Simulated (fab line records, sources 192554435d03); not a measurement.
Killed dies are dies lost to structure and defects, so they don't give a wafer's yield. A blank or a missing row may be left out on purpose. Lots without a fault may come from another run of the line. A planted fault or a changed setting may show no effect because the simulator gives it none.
Split-lot experiment | flow n5_finfet | 7 lots, 21 wafers read, on a route of 1938 steps

THE SPLIT
At N5_BEOL_M1_VIA_ETCH_34 (etches the open film in C4F6/O2, target depth 67.8 nm, time 64.4 s), the setting bias_w was moved away from the recipe's 170 W on 5 of the 21 wafers read, by -17.8% to +16.6%. The other wafers ran this setting at the recipe's value.

The reading is taken at the split's own step.

THE READING
rf_vpp_V, in V, at N5_BEOL_M1_VIA_ETCH_34 (etches the open film in C4F6/O2, target depth 67.8 nm, time 64.4 s). Fault-free wafers of this fab line usually give 669 V, standard deviation 5.4 V.

wafer  | tool, chamber at the split | bias_w as run, W | against the recipe | rf_vpp_V, V | against lot-mates on the recipe
L074.2 | rie_diel-06, 3             | 149.6            | -12.0%             | 608         | -66
L074.4 | rie_diel-06, 1             | 170              | recipe             | 678         | -
L074.5 | rie_diel-06, 0             | 170              | recipe             | 670         | -
L075.1 | rie_diel-02, 1             | 170              | recipe             | 669         | -
L075.2 | rie_diel-02, 3             | 170              | recipe             | 661         | -
L075.5 | rie_diel-02, 0             | 170              | recipe             | 668         | -
L079.1 | rie_diel-04, 1             | 198.2            | +16.6%             | 755         | +94
L079.2 | rie_diel-04, 3             | 170              | recipe             | 661         | -
L079.4 | rie_diel-04, 2             | 198.2            | +16.6%             | 757         | +96
L088.1 | rie_diel-04, 2             | 170              | recipe             | 670         | -
L088.2 | rie_diel-04, 1             | 170              | recipe             | 668         | -
L088.6 | rie_diel-04, 0             | 139.8            | -17.8%             | 569         | -100
L091.1 | rie_diel-04, 1             | 170              | recipe             | 667         | -
L091.5 | rie_diel-04, 3             | 170              | recipe             | 660         | -
L091.6 | rie_diel-04, 0             | 170              | recipe             | 668         | -
L093.2 | rie_diel-04, 3             | 170              | recipe             | 659         | -
L093.3 | rie_diel-04, 1             | 170              | recipe             | 668         | -
L093.5 | rie_diel-04, 1             | 170              | recipe             | 670         | -
L094.1 | rie_diel-04, 2             | 170              | recipe             | 671         | -
L094.2 | rie_diel-04, 3             | 144.6            | -14.9%             | 579         | -86
L094.5 | rie_diel-04, 3             | 170              | recipe             | 659         | -

THE FIT
A straight line over all 21 wafers: rf_vpp_V changes by +5.44 V for each +1% of bias_w; r = +0.99; the points scatter about the line by 5.2 V.
The same after taking each lot's own level away (the mean of its wafers on the recipe; 21 wafers): +5.68 V for each +1%; r = +1.00; scatter 3.7 V.
On that fit, the largest move of bias_w shifts the reading by 1e+02 V.
The lots' own levels span 661.0 to 674.0 V, that is 2.4 times the standard deviation above.
So the lot-to-lot level changes the slope little: the two slopes agree.
Check: with one of the wafers moved furthest among these (-17.8%) left out of the fit, the line predicts -101 V for it against its lot-mates. It came out at -100 V against them.
Tool readings at the split's step, against how far the setting was moved: rf_vpp_V r = +0.99.

OTHER SPLITS ON THESE WAFERS
These wafers also went through other splits before the reading. Each is held against what the fit with the lots' levels taken away leaves over:
other split on the same wafers | wafers away from the commonest value | r with rf_vpp_V (lot level and that fit taken away)
N5_BEOL_M1_COAT_61 spin_rpm    | 8                                    | +0.26

THE WHOLE CHAIN: every reading that the file lists as answering this split, in the file's order
step                   | what it does                                                       | reading                                                                        | change (the file's fit)                | r (the file's)
N5_BEOL_M1_VIA_ETCH_34 | etches the open film in C4F6/O2, target depth 67.8 nm, time 64.4 s | rf_vpp_V                                                                       | +5.68 V for each +1% of the setting    | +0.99
N5_BEOL_M1_VIA_ETCH_34 | etches the open film in C4F6/O2, target depth 67.8 nm, time 64.4 s | etch.depth_nm (the simulator's own value, which no gauge read)                 | +0.295 nm for each +1% of the setting  | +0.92
N5_BEOL_M1_VIA_ETCH_34 | etches the open film in C4F6/O2, target depth 67.8 nm, time 64.4 s | SOC_of_BEOL_M1_COAT_67.thk_nm (the simulator's own value, which no gauge read) | -0.0322 nm for each +1% of the setting | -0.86

THE FILE'S OWN FIT
rf_vpp_V changes by +5.68 V for each +1% of bias_w, r = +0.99.
